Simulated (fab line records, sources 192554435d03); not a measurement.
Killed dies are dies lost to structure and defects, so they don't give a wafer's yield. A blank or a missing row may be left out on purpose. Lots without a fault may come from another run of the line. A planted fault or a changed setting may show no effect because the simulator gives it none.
A struck lot beside a sound one | flow n5_finfet | 34 steps out of a route of 1938
Sound: wafers L636.1, L636.3, L636.4. Struck: wafer L645.2. (L645.3 of the same lot was not struck and is left out.) The cause comes at the end.
At each step with rows: each side's tool, then ch and its chambers, then its first start. Under that, the readings that differ: sound wafers | struck wafers | difference of the means | sigmas: that difference in standard deviations of wafers without a fault.
alike: readings whose means differ by less than 2 such deviations, and words and numbers that are the same on both sides. not compared: withheld readings, readings that some wafer has no value for, bounds like >300 that may hide the same value, and numbers for which the record gives no deviation and whose values overlap.
The two part at a step that has a row with sigmas, a row that says differs or no value, or rows on one side only. Numbers that don't overlap but have no deviation are shown without sigmas and don't part them. A reading that every wafer of one side lacks parts them only if that side has two wafers or more.

first, 8 steps without rows for these wafers: N5_BEOL_M8_ECD_50 (material Cu, target thk 300 nm); N5_BEOL_M8_ANNEAL_51 (time 90 s); N5_BEOL_M8_CMP_52 (polishes, stops on SiCOH lowk, t overpolish 6.9 s, target thk 80 nm); N5_BEOL_M8_PRE_CLEAN_55 (time 15 s); N5_BEOL_M8_DEP_56 (deposits SiCN from 3MS/NH3, target thk 10 nm, time 17.5 s); N5_BEOL_M9_ILD_DEP_00 (deposits SiCOH lowk from DEMS/porogen, target thk 308.51 nm, time 58 s); N5_BEOL_M9_CURE_71 (cures SiCOH lowk, time 240 s); N5_BEOL_M9_PECVD_70 (deposits SiO2 from TEOS/O2, target thk 20 nm, time 22.7 s).
N5_BEOL_M9_HM_DEP_02: deposits TiN, target thk 20 nm.
  sound on pvd_sputter-01, day 12 18:29; struck on pvd_sputter-02, day 14 17:47
  reading                                    | sound        | struck | difference | sigmas
  model.TiN_of_BEOL_M9_HM_DEP_02.thk_nm (nm) | 20.2 20.4 20 | 15.6   | -4.6       |
  alike: throttle_valve_pct
then, 13 steps without rows for these wafers: N5_BEOL_M9_COAT_59 (time 60 s, resist thk 100 nm); N5_BEOL_M9_COAT_60 (time 60 s, resist thk 30 nm); N5_BEOL_M9_COAT_05 (resist thk 90 nm); N5_BEOL_M9_EBR_07; N5_BEOL_M9_SOFTBAKE_06 (time 60 s); N5_BEOL_M9_EXPOSE_08 (exposes mask M9); N5_BEOL_M9_PEB_09 (peb time 60 s); N5_BEOL_M9_DEVELOP_10 (develop time 30 s); N5_BEOL_M9_DESCUM_16 (chemistry O2, time 7.9 s); N5_BEOL_M9_ETCH_61 (etches SiARC in CF4, target depth 39 nm, time 65 s); N5_BEOL_M9_ETCH_62 (etches SOC in N2/H2, target depth 110 nm, overetch 22 nm, time 165 s); N5_BEOL_M9_STRIP_68 (strips in N2/H2); N5_BEOL_M9_STRIP_67 (strips in CF4).
N5_BEOL_M9_HM_OPEN_17: chemistry Cl2/BCl3, target TiN, target depth 20 nm, overetch 6 nm.
  sound on rie_metal-02 ch 0,1, day 12 19:13; struck on rie_metal-03 ch 0, day 14 18:39
  reading                     | sound            | struck | difference | sigmas
  drypump_motor_current_A (A) | 5.48 5.79 5.48   | 6.23   | +0.65      | +3
  model.etch.depth_nm (nm)    | 20.18 20.4 20.03 | 15.58  | -4.62      |
  alike: oes_product_au, rf_fwd_power_W, throttle_valve_pct
  not compared: rf_hours_counter_h
then, 10 steps without rows for these wafers: N5_BEOL_M9_STRIP_19 (strips in O2); N5_BEOL_M9_COAT_63 (time 60 s, resist thk 60 nm); N5_BEOL_M9_COAT_64 (time 60 s, resist thk 12 nm); N5_BEOL_M9_COAT_75 (time 60 s, resist thk 5 nm); N5_BEOL_M9_COAT_22 (resist thk 30 nm); N5_BEOL_M9_EBR_24; N5_BEOL_M9_SOFTBAKE_23 (time 60 s); N5_BEOL_M9_EXPOSE_25 (exposes mask V8); N5_BEOL_M9_PEB_26 (peb time 60 s); N5_BEOL_M9_DEVELOP_27 (develop time 30 s).
N5_BEOL_M9_TRENCH_ETCH_37: etches SiCOH lowk in C4F6/O2, target depth 151.43 nm, time 49 s.
  sound on rie_diel-04 ch 1,2,3; struck on rie_diel-01 ch 0
  reading                                    | sound       | struck | difference | sigmas
  drypump_motor_current_A (A)                | 5.7 6.5 6.6 | 4.7    | -1.6       | -3
  rf_vpp_V (V)                               | 700 683 677 | 655    | -32        | -2
  model.TiN_of_BEOL_M9_HM_DEP_02.thk_nm (nm) | 16 16.2 16  | 11.4   | -4.7       |
  alike: oes_product_au, rf_fwd_power_W, showerhead_plenum_p_Torr, throttle_valve_pct
  not compared: rf_hours_counter_h

WHERE THEY PART
First at N5_BEOL_M9_HM_OPEN_17; last, within this record, at N5_BEOL_M9_TRENCH_ETCH_37.

WHY: what the simulator had put in
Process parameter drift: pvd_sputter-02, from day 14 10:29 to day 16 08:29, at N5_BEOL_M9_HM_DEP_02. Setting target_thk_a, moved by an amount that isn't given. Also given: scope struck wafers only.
